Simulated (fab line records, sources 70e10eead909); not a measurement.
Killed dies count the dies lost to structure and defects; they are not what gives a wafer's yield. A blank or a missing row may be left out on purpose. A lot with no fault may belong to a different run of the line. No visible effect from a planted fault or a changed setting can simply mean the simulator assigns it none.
Struck lot and sound lot, side by side + flow nandHarc + 15 steps out of a route of 1302
Sound: these wafers, L813.2, L813.3, L813.6. Struck: wafers L814.1, L814.5, L814.6. The cause is given at the end.
For every step that has rows: the tool of each side, followed by ch and its chambers, followed by its first start. Under that, the readings that differ: sound wafers + struck wafers + difference of the means + sigmas: that difference in standard deviations of wafers without a fault.
alike: readings whose means differ by less than 2 such deviations, and words and numbers that are the same on both sides. not compared: withheld readings, readings that some wafer has no value for, bounds like >300 that may hide the same value, and numbers for which the record gives no deviation and whose values overlap.
The two part at a step that has a row with sigmas, a row that says differs or no value, or rows on one side only. Numbers that don't overlap but have no deviation are shown without sigmas and don't part them. Lack of a reading on every wafer of one side parts them only where that side has two or more wafers.

first, 4 steps without rows for these wafers: NHARC_A_M1_EBR_05; NHARC_A_M1_EXPOSE_06 (exposes mask A M1, target cd 120 nm); NHARC_A_M1_PEB_07 (peb time 65 s); NHARC_A_M1_DEVELOP_08 (develop time 35 s).
NHARC_A_M1_CD_MEAS_09: the cd target is 120 nm.
  sound on cdSem-02 ch 0, day 25 22:07; struck on cdSem-03 ch 0, day 25 04:23
  alike: cdNm
NHARC_A_M1_OVL_MEAS_10: pitch 240 nm.
  sound on overlay-01 at day 25 22:13; struck on overlay-01 at day 25 04:28
  alike: overlayXNm, overlayYNm
NHARC_A_M1_INSPECT_11:
  sound on defectInspect-02 at day 25 22:15; struck on defectInspect-02 at day 25 04:30
  alike: rawDefectCount
NHARC_A_M1_DESCUM_14: chemistry O2, time 3 s.
  sound on rieDiel-02 ch 0,1,3, day 25 22:19; struck on rieDiel-06 ch 0,3, day 25 04:34
  alike: drypumpMotorCurrentA, oesProductAu, rfVppV, showerheadPlenumPTorr, throttleValvePct
  not compared: rfHoursCounterH
NHARC_A_M1_ETCH_35: etches the open film in N2/H2, target depth 40 nm, overetch 12 nm, time 43.94 s.
  sound on rieDiel-02 ch 0,3, day 25 22:23; struck on rieDiel-06 ch 2,3, day 25 04:40
| reading                  | sound             | struck            | difference | sigmas |
|--------------------------|-------------------|-------------------|------------|--------|
| drypumpMotorCurrentA (A) | 5.4 4.8 4.8       | 6.0 5.9 6.0       | +1.0       | +2     |
| oesProductAu (a.u.)      | 1.006 0.995 1.010 | 0.984 0.994 0.985 | -0.016     | -2     |
  alike: biasW, chamberPressureMTorr, rfVppV, showerheadPlenumPTorr, throttleValvePct
  not compared: rfHoursCounterH
NHARC_A_M1_ETCH_15: etches the open film in C4F8/Ar, target depth 182.5 nm, time 91.2 s.
  sound on rieDiel-02 ch 1,2,3; struck on rieDiel-06 ch 0,3
  alike: biasW, chamberPressureMTorr, oesProductAu, rfVppV
  not compared: rfHoursCounterH
NHARC_A_M1_CD_MEAS_16:
  sound on cdSem-01 at day 25 22:38; struck on cdSem-03 at day 25 04:55
  alike: cdNm
NHARC_A_M1_STRIP_18: strips in N2/H2.
  sound on rieDiel-06 ch 1,2,3, day 25 22:44; struck on rieDiel-01 ch 0,3, day 25 05:01
  alike: drypumpMotorCurrentA, oesProductAu, rfVppV, showerheadPlenumPTorr, throttleValvePct
  not compared: rfHoursCounterH
NHARC_A_M1_ETCH_28: etches the open film in CF4/N2, target depth 30 nm, time 72.99 s.
  sound on rieDiel-06 ch 1,2,3, day 25 22:57; struck on rieDiel-01 ch 2,3, day 25 05:14
  no value came back on the struck wafers for any of 7 readings (biasW (W), cf4FlowSccm (sccm) and others); on the sound wafers biasW (W) reads 100.4 100.4 100.3
  not compared: rfHoursCounterH
then, 1 step without rows for these wafers: NHARC_A_M1_STRIP_19 (strips in post etch residue remover, time 600 s).
-- break in the record here, with 6 days between the starts of the struck wafers on either side (left off in module A_M1, picked up again in module END, where the first step shown is number 1302 on the route) --
NHARC_END_SORT_01:
  sound on prober-01 ch 0, day 31 02:03; struck on prober-02 ch 0, day 31 09:06
| reading                | sound          | struck                                                            | difference                   | sigmas |
|------------------------|----------------|-------------------------------------------------------------------|------------------------------|--------|
| hold                   | - - -          | awaitDispo/2.0h/scrap awaitDispo/2.0h/scrap awaitDispo/2.0h/scrap | no value on the sound wafers |        |
| defectLimitedYield (%) | 86.1 89.5 86.3 | 0 0 0                                                             | -87                          | -34    |
| killedAtArray          | 83 68 85       | 672 674 674                                                       | +595                         | +33    |
| killedDies             | 94 71 93       | 677 677 677                                                       | +591                         | +33    |
  alike: killedAtOther, killedAtPeriphery, killedOpen, killedShort

## WHERE THEY PART
At NHARC_A_M1_ETCH_35 first; at NHARC_END_SORT_01 last (within this record only).

WHY: whatever the simulator had introduced
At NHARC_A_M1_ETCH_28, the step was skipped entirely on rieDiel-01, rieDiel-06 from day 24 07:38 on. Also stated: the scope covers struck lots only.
